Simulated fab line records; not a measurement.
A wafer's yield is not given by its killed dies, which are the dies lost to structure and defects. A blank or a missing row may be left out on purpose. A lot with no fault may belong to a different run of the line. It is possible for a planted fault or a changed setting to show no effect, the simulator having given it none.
fab line records -- flow n5Finfet -- part 2 of 2: steps 5 to 6 of 6
record: lots: 23, wafers: 69, lastDay: 19
route steps=1938 shown GATE_CUT@496 MOL_CONTACT_COAG@560
lots that met no fault: taken from a fault-free run of the same line
startH: hours from the record's opening day to when the first of the lot's shown wafers began -- waitH: hours since the lot's step before -- " identical to the entry in the row above -- L1.1+2: one row covering several wafers at once -- - no value, or no start given -- * or withheld: withheld -- < > ~ a bound
route shown NAME@n: a module of which the file shows steps, and the number in the route of the first -- usual: mean/standard deviation taken from wafers without a fault -- same: alike in all rows -- chamber/n: place in a boat -- sites: readings site by site -- _std_site: standard deviation of those values -- _edge_site: mean of outer sites minus mean of inner sites -- radiusMm: for every site, how far away it sits from the centre of the wafer -- mask NAME#n: copy n -- behind: the tool/chamber that last shaped the wafer -- hold: reason for holding the lot/hours on hold/outcome of the hold -- device: which transistor (n, p or np) failed to switch -- end of line: the same wafers' tests at the end of the route -- where a step has no rows: the recipe by itself -- killed: at the first sort, the dies lost to defects and structure; wafer yield is something else -- map: the dies of a wafer, with x for killed, . for not killed, _ for no die there
set.NAME: the setting that was run; set.NAME@STEP: the one run at that earlier step -- model.NAME: the simulator's own value behind a step, which no gauge read
a sample of lots followed through the steps of the route, with each step as a table and each wafer as a row
services: from which hour (startH, from the record's first day; less than 0 if before it) a tool's chamber was out of use, for how many hours, and why
== steps ==
step: N5_MOL_CONTACT_COAG_ETCH_89
recipe: chemistry: N2/H2, target: underlayer, targetDepthA: 130, maskMaterial: CAR-EUV, timeS: 10.4, ionEnergyEv: 200, pressureMtorr: 30, sourceW: 840, biasW: 150, n2FlowSccm: 200, h2FlowSccm: 200, ends: cleared
usual: drypumpMotorCurrentA: 5.6/0.43, etchRfOnTimeS: 10.4/0.46, oesProductAu: 0.68/0.084, rfVppV: 524.5/2.5, showerheadPlenumPTorr: 2.56/0.086, throttleValvePct: 17.78/0.25
lot.wafer,tool,chamber,startH,waitH,drypumpMotorCurrentA,etchRfOnTimeS,oesProductAu,rfHoursCounterH,rfVppV,showerheadPlenumPTorr,throttleValvePct
L074.2,rieDiel-02,3,99.62,0.0,5.7,10.4,0.60,236,523.9,2.47,17.65
L074.3,rieDiel-02,1,99.62,0.0,5.5,10.8,0.61,217,523.4,2.53,18.26
L074.5,rieDiel-02,2,99.62,0.0,5.2,10.2,0.69,-,527.5,2.66,17.53
L075.3,rieDiel-02,1,103.76,0.0,5.5,10.8,0.60,219,524.3,2.53,18.25
L075.4,rieDiel-02,0,103.76,0.0,6.3,10.2,0.74,51,524.9,2.56,17.74
L075.6,rieDiel-02,0,103.76,0.0,6.3,10.1,0.74,-,526.4,2.56,17.77
L076.1,rieDiel-03,1,119.78,0.0,5.8,11.8,0.57,201,523.1,2.52,17.66
L076.5,rieDiel-03,3,119.78,0.0,4.8,10.6,0.58,-,521.0,2.40,18.06
L076.6,rieDiel-03,2,119.78,0.0,5.2,9.9,0.64,-,522.3,2.42,17.91
L077.1,rieDiel-03,2,126.37,0.0,5.3,9.9,0.65,163,520.0,2.42,17.90
L077.2,rieDiel-03,0,126.37,0.0,5.0,10.0,0.78,23,524.6,2.57,17.53
L077.5,rieDiel-03,0,126.37,0.0,5.0,9.9,0.78,-,526.7,2.57,17.51
L078.2,rieDiel-04,2,129.69,0.0,6.2,10.9,0.57,252,520.3,2.39,17.98
L078.3,rieDiel-04,1,129.69,0.0,5.7,10.1,0.66,165,524.0,2.55,18.01
L078.6,rieDiel-04,2,129.69,0.0,6.3,10.8,0.58,-,520.4,2.39,17.99
L079.1,rieDiel-02,0,135.87,0.0,6.3,10.0,0.73,62,526.2,2.55,17.78
L079.2,rieDiel-02,3,135.87,0.0,5.7,10.5,0.59,249,523.2,2.47,17.66
L079.3,rieDiel-02,2,135.87,0.0,5.2,10.3,0.67,103,527.9,2.65,17.57
L080.1,rieDiel-02,1,140.28,0.0,5.5,10.8,0.60,230,522.4,2.53,18.27
L080.3,rieDiel-02,2,140.28,0.0,5.2,10.3,0.68,104,526.6,2.65,17.57
L080.4,rieDiel-02,0,140.28,0.0,6.3,10.1,0.74,63,524.2,2.55,17.80
L081.1,rieDiel-04,3,142.85,0.0,6.0,10.6,0.83,3,525.4,2.62,17.81
L081.2,rieDiel-04,1,142.85,0.0,5.7,9.9,0.67,172,522.6,2.55,18.04
L081.4,rieDiel-04,3,142.85,0.0,6.0,10.6,0.81,-,527.5,2.62,17.80
L082.1,rieDiel-03,0,147.24,0.0,5.0,10.1,0.75,31,524.8,2.57,17.51
L082.2,rieDiel-03,1,147.24,0.0,5.8,11.7,0.57,210,523.2,2.51,17.66
L082.5,rieDiel-03,0,147.24,0.0,5.0,10.1,0.75,-,524.9,2.57,17.53
L083.1,rieDiel-02,1,153.68,0.0,5.5,10.8,0.59,237,523.3,2.53,18.30
L083.2,rieDiel-02,0,153.68,0.0,6.3,10.0,0.73,71,524.4,2.55,17.78
L083.5,rieDiel-02,0,153.68,0.0,6.3,10.0,0.72,-,525.9,2.55,17.78
L084.2,rieDiel-02,2,160.40,0.0,5.2,10.2,0.67,114,526.0,2.65,17.58
L084.4,rieDiel-02,1,160.40,0.0,5.5,10.7,0.59,240,523.4,2.52,18.30
L084.6,rieDiel-02,2,160.40,0.0,5.3,10.2,0.67,-,526.9,2.65,17.59
L085.3,rieDiel-02,3,167.26,0.0,5.7,10.2,0.85,2,523.1,2.47,17.31
L085.5,rieDiel-02,3,167.26,0.0,5.7,10.2,0.84,-,522.2,2.47,17.29
L085.6,rieDiel-02,2,167.26,0.0,5.2,10.2,0.67,-,526.6,2.64,17.59
L086.1,rieDiel-04,0,176.45,0.0,5.8,10.3,0.60,212,526.0,2.65,17.97
L086.2,rieDiel-04,2,176.45,0.0,6.2,10.4,0.82,3,529.0,2.71,17.57
L086.4,rieDiel-04,3,176.45,0.0,6.0,10.5,0.79,18,527.1,2.62,17.84
L087.4,rieDiel-03,3,178.68,0.0,4.8,10.2,0.80,8,530.0,2.71,17.58
L087.5,rieDiel-03,1,178.68,0.0,5.8,11.8,0.56,-,521.9,2.51,17.70
L087.6,rieDiel-03,2,178.68,0.0,5.2,9.8,0.63,-,520.4,2.41,17.92
L088.1,rieDiel-03,3,185.77,0.0,4.9,10.2,0.80,10,528.6,2.71,17.60
L088.2,rieDiel-03,1,185.77,0.0,5.8,11.8,0.56,224,523.7,2.51,17.71
L088.4,rieDiel-03,0,185.77,0.0,5.0,10.1,0.74,45,525.5,2.56,17.55
L089.1,rieDiel-04,3,189.88,0.0,6.0,10.7,0.77,22,525.5,2.61,17.86
L089.3,rieDiel-04,0,189.88,0.0,5.8,10.6,0.59,216,526.9,2.65,17.99
L089.5,rieDiel-04,2,189.88,0.0,6.2,10.7,0.80,-,527.6,2.71,17.58
L090.1,rieDiel-02,0,193.94,0.0,6.3,10.2,0.71,84,523.2,2.54,17.81
L090.2,rieDiel-02,2,193.94,0.0,5.3,10.4,0.65,126,527.1,2.64,17.59
L090.4,rieDiel-02,0,193.94,0.0,6.3,10.1,0.71,-,523.7,2.54,17.81
L091.1,rieDiel-03,3,203.00,0.0,4.9,10.3,0.78,16,529.5,2.71,17.62
L091.3,rieDiel-03,1,203.00,0.0,5.8,11.9,0.55,230,523.7,2.51,17.72
L091.6,rieDiel-03,2,203.00,0.0,5.2,10.1,0.62,-,518.6,2.41,17.93
L092.3,rieDiel-02,2,209.59,0.0,5.2,10.2,0.66,134,527.2,2.64,17.60
L092.4,rieDiel-02,0,209.59,0.0,6.3,10.0,0.71,-,524.1,2.54,17.85
L092.5,rieDiel-02,2,209.59,0.0,5.2,10.1,0.65,-,528.2,2.64,17.61
L093.1,rieDiel-02,2,217.60,0.0,5.2,10.3,0.66,137,528.4,2.64,17.62
L093.3,rieDiel-02,0,217.60,0.0,6.3,10.1,0.70,95,526.5,2.54,17.86
L093.5,rieDiel-02,3,217.60,0.0,5.7,10.2,0.78,-,522.4,2.46,17.32
L095.1,rieDiel-04,0,227.95,0.0,5.8,10.4,0.59,228,526.3,2.64,18.02
L095.5,rieDiel-04,0,227.95,0.0,5.8,10.3,0.59,-,525.9,2.64,18.00
L095.6,rieDiel-04,3,227.95,0.0,6.0,10.6,0.75,-,525.9,2.61,17.87
L096.3,rieDiel-02,1,235.41,0.0,5.5,10.3,0.82,7,522.7,2.52,17.95
L096.5,rieDiel-02,1,235.41,0.0,5.5,10.3,0.82,-,522.8,2.52,17.96
L096.6,rieDiel-02,2,235.41,0.0,5.2,10.3,0.64,-,526.5,2.63,17.62
L097.1,rieDiel-04,3,238.57,0.0,6.0,10.7,0.75,38,525.1,2.61,17.88
L097.3,rieDiel-04,2,238.57,0.0,6.2,10.5,0.76,24,529.0,2.70,17.63
L097.5,rieDiel-04,1,238.57,0.0,5.7,10.0,0.64,-,523.0,2.54,18.07
step: N5_MOL_CONTACT_COAG_ETCHBACK_135
recipe: chemistry: CHF3, target: SiO2, targetDepthA: 250, timeS: 16.7, ionEnergyEv: 200, pressureMtorr: 30, sourceW: 610, biasW: 170, Ar_flow_sccm: 200, CHF3_flow_sccm: 50
usual: drypumpMotorCurrentA: 5.6/0.45, oesProductAu: 0.79/0.098, rfVppV: 524/13, showerheadPlenumPTorr: 2.40/0.071, throttleValvePct: 18.73/0.23
lot.wafer,tool,chamber,startH,waitH,drypumpMotorCurrentA,oesProductAu,rfHoursCounterH,rfVppV,showerheadPlenumPTorr,throttleValvePct
L074.2,rieDiel-03,0,100.02,0.0,5.0,0.92,13,535,2.42,18.58
L074.3,rieDiel-03,1,100.02,0.0,5.8,0.69,193,519,2.35,18.45
L074.5,rieDiel-03,2,100.02,0.0,5.2,0.76,-,526,2.29,18.98
L075.3,rieDiel-04,0,104.22,0.0,5.8,0.71,183,510,2.46,18.59
L075.4,rieDiel-04,3,104.22,0.0,6.0,0.70,244,547,2.42,18.98
L075.6,rieDiel-04,1,104.22,0.0,5.7,0.78,-,524,2.40,18.94
L076.1,rieDiel-03,0,120.45,0.0,5.0,0.90,21,534,2.42,18.61
L076.5,rieDiel-03,1,120.45,0.0,5.8,0.68,-,518,2.35,18.45
L076.6,rieDiel-03,0,120.45,0.0,5.0,0.89,-,535,2.42,18.59
L077.1,rieDiel-02,1,126.95,0.0,5.5,0.69,227,527,2.36,19.03
L077.2,rieDiel-02,3,126.95,0.0,5.7,0.68,246,515,2.34,18.78
L077.5,rieDiel-02,0,126.95,0.0,6.3,0.85,-,512,2.41,18.90
L078.2,rieDiel-02,3,130.09,0.0,5.7,0.69,247,517,2.34,18.78
L078.3,rieDiel-02,1,130.09,0.0,5.5,0.70,227,527,2.36,19.02
L078.6,rieDiel-02,3,130.09,0.0,5.7,0.69,-,516,2.34,18.80
L079.1,rieDiel-03,1,136.36,0.0,5.8,0.68,206,519,2.35,18.47
L079.2,rieDiel-03,2,136.36,0.0,5.2,0.74,166,528,2.29,19.01
L079.3,rieDiel-03,0,136.36,0.0,5.0,0.89,26,534,2.42,18.63
L080.1,rieDiel-02,2,140.68,0.0,5.3,0.79,104,514,2.48,18.42
L080.3,rieDiel-02,0,140.68,0.0,6.3,0.84,63,510,2.41,18.91
L080.4,rieDiel-02,3,140.68,0.0,5.7,0.69,250,516,2.34,18.81
L081.1,rieDiel-04,0,143.26,0.0,5.8,0.69,201,509,2.45,18.62
L081.2,rieDiel-04,3,143.26,0.0,6.0,0.95,3,547,2.42,18.60
L081.4,rieDiel-04,0,143.26,0.0,5.8,0.69,-,508,2.45,18.63
L082.1,rieDiel-02,0,147.64,0.0,6.3,0.85,67,511,2.41,18.92
L082.2,rieDiel-02,1,147.64,0.0,5.5,0.70,234,529,2.35,19.05
L082.5,rieDiel-02,0,147.64,0.0,6.3,0.84,-,509,2.41,18.92
L083.1,rieDiel-02,1,154.15,0.0,5.5,0.69,238,528,2.35,19.05
L083.2,rieDiel-02,2,154.15,0.0,5.2,0.77,112,516,2.48,18.43
L083.5,rieDiel-02,0,154.15,0.0,6.3,0.84,-,509,2.41,18.93
L084.2,rieDiel-03,2,161.65,0.0,5.3,0.74,177,528,2.28,19.03
L084.4,rieDiel-03,1,161.65,0.0,5.8,0.67,216,518,2.35,18.49
L084.6,rieDiel-03,3,161.65,0.0,4.8,0.99,-,555,2.54,18.50
L085.3,rieDiel-03,3,167.98,0.0,4.8,0.98,4,556,2.54,18.52
L085.5,rieDiel-03,3,167.98,0.0,4.9,0.98,-,554,2.54,18.51
L085.6,rieDiel-03,0,167.98,0.0,5.0,0.87,-,534,2.41,18.66
L086.1,rieDiel-04,0,177.03,0.0,5.8,0.69,212,508,2.44,18.63
L086.2,rieDiel-04,2,177.03,0.0,6.2,0.97,4,520,2.54,18.52
L086.4,rieDiel-04,1,177.03,0.0,5.7,0.76,179,523,2.39,18.98
L087.4,rieDiel-02,0,179.28,0.0,6.3,0.84,79,511,2.40,18.95
L087.5,rieDiel-02,1,179.28,0.0,5.5,0.69,-,526,2.35,19.06
L087.6,rieDiel-02,2,179.28,0.0,5.2,0.77,-,515,2.47,18.45
L088.1,rieDiel-04,3,186.43,0.0,6.0,0.92,21,548,2.41,18.63
L088.2,rieDiel-04,2,186.43,0.0,6.2,0.96,6,520,2.53,18.51
L088.4,rieDiel-04,0,186.43,0.0,5.8,0.68,214,508,2.44,18.62
L089.1,rieDiel-02,1,190.73,0.0,5.5,0.68,249,526,2.35,19.06
L089.3,rieDiel-02,0,190.73,0.0,6.3,0.83,82,510,2.40,18.94
L089.5,rieDiel-02,1,190.73,0.0,5.5,0.69,-,526,2.35,19.06
L090.1,rieDiel-02,0,194.34,0.0,6.3,0.82,85,510,2.40,18.95
L090.2,rieDiel-02,3,194.34,0.0,5.7,0.94,12,517,2.33,18.44
L090.4,rieDiel-02,3,194.34,0.0,5.7,0.94,-,517,2.33,18.44
L091.1,rieDiel-04,1,203.41,0.0,5.7,0.75,187,524,2.39,18.99
L091.3,rieDiel-04,0,203.41,0.0,5.8,0.69,220,508,2.44,18.64
L091.6,rieDiel-04,1,203.41,0.0,5.7,0.75,-,524,2.39,18.98
L092.3,rieDiel-02,3,210.65,0.0,5.7,0.91,19,517,2.33,18.44
L092.4,rieDiel-02,0,210.65,0.0,6.3,0.81,-,510,2.40,18.96
L092.5,rieDiel-02,2,210.65,0.0,5.2,0.76,-,514,2.47,18.46
L093.1,rieDiel-04,2,218.24,0.0,6.2,0.92,17,521,2.53,18.53
L093.3,rieDiel-04,0,218.24,0.0,5.8,0.68,224,507,2.44,18.65
L093.5,rieDiel-04,0,218.24,0.0,5.8,0.69,-,509,2.44,18.67
L095.1,rieDiel-02,2,228.36,0.0,5.2,0.74,142,515,2.47,18.48
L095.5,rieDiel-02,1,228.36,0.0,5.5,0.98,-,527,2.35,18.71
L095.6,rieDiel-02,0,228.36,0.0,6.3,0.80,-,509,2.40,18.98
L096.3,rieDiel-03,3,235.81,0.0,4.8,0.91,27,555,2.53,18.56
L096.5,rieDiel-03,3,235.81,0.0,4.8,0.91,-,554,2.53,18.55
L096.6,rieDiel-03,2,235.81,0.0,5.2,0.72,-,526,2.27,19.06
L097.1,rieDiel-03,3,238.99,0.0,4.9,0.91,28,553,2.53,18.54
L097.3,rieDiel-03,2,238.99,0.0,5.3,0.72,204,527,2.27,19.06
L097.5,rieDiel-03,2,238.99,0.0,5.2,0.71,-,525,2.27,19.05
== services ==
tool,chamber,startH,hours,kind
rieDiel-04,0,57.66,4.1,repair
rieDiel-05,3,59.32,3.6,repair
rieMetal-02,-,62.41,4.3,pm
rieMetal-01,-,67.95,0.4,repair
rieDiel-02,0,73.23,5.6,repair
rieDiel-02,0,82.78,5.5,repair
cmp-04,-,84.60,2.3,repair
rieDiel-05,2,86.52,6.5,repair
rieDiel-04,0,98.94,4.2,repair
cmp-04,-,131.66,4.0,pm
rieDiel-01,2,137.63,13.2,repair
rieMetal-02,-,144.65,0.8,repair
rieDiel-01,3,145.39,3.7,repair
rieDiel-04,0,148.13,4.3,repair
rieDiel-05,3,162.96,6.1,repair
rieDiel-05,2,176.92,13.9,repair
rieDiel-01,3,191.61,6.5,repair
rieDiel-03,0,201.11,2.7,repair
rieMetal-02,-,204.99,0.6,repair
cmp-01,-,216.58,4.6,pm
rieMetal-01,-,219.62,2.8,pm
rieDiel-01,1,226.27,14.9,repair
rieDiel-01,3,231.16,2.1,repair
cmp-01,-,235.07,4.0,pm
